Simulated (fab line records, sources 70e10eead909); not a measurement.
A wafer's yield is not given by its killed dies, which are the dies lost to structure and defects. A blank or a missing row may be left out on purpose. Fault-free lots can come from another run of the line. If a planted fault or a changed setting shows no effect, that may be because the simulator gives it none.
2 desks looking at one fault	flow nand harc	only its own numbers are on each desk; what lay behind them is given at the end

## AT THE TOOL OWNER'S DESK: arfi scanner-02
The tool's own readings at NHARC_P_M2_EXPOSE_06 (exposes mask P M2, target cd 170 nm): means of the sampled wafers that have a number, for each lot that ran on this tool. Marked OUT: a lot whose mean sits more than 4 standard deviations from the usual mean, which makes it out of limits; the brackets give that distance.
Columns: A = exposure dose mJ cm2 at NHARC_P_M2_EXPOSE_06, usual 80.79
lot	first seen here	A
L148	day 8 19:43	80.79
L150	day 9 22:02	80.81
L152	day 10 13:16	80.78
L153	day 11 00:49	125.12 (+99 or more) OUT
L157	day 12 08:08	117.06 (+99 or more) OUT
This desk's verdict: out of limits on L153, L157, starting with L153 at day 11 00:49 (exposure dose mJ cm2 at NHARC_P_M2_EXPOSE_06). In limits: L148, L150, L152.

## THE METROLOGY DESK
Means of the sampled wafers that have a number, per lot and without regard to the tool the lot ran on: this is what the gauges read. Marked OUT: a lot whose mean sits more than 4 standard deviations from the usual mean, which makes it out of limits; the brackets give that distance.
Columns: A = cd nm at NHARC_P_M2_CD_MEAS_09, usual 170.0 nm
lot	first seen here	A
L143	day 6 22:22	169.8
L144	day 7 03:10	170.5
L146	day 8 10:46	170.4
L147	day 8 11:34	169.9
L148	day 8 19:51	170.6
L149	day 9 17:32	170.4
L150	day 9 22:11	171.5
L151	day 10 05:05	169.5
L152	day 10 13:25	169.6
L153	day 11 00:58	195.2 (+34) OUT
L154	day 11 07:46	169.5
L157	day 12 08:17	191.7 (+29) OUT
L163	day 14 23:25	170.1
L164	day 15 16:29	169.4
This desk's verdict: out of limits on L153, L157, starting with L153 at day 11 00:58 (cd nm at NHARC_P_M2_CD_MEAS_09). In limits: L143, L144, L146, L147, L148, L149, L150, L151, L152, L154, L163, L164.

## BROUGHT TOGETHER
An alarm could have come from the tool owner's desk at day 11 00:49, on L153, L157.
At day 11 00:58 the metrology desk could have sounded an alarm, on L153, L157.
On arfi scanner-02, each named lot ran NHARC_P_M2_EXPOSE_06.

## WHAT WAS PUT IN BY THE SIMULATOR
Process parameters drifting: arfi scanner-02 at NHARC_P_M2_EXPOSE_06, beginning at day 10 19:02. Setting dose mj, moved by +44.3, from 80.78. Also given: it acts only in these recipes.
Shown lots that were struck: L153, L157.
Delay (hours) between the fault's onset and each desk's first out-of-limits reading: 6 at the tool owner's desk, 6 at the metrology desk.
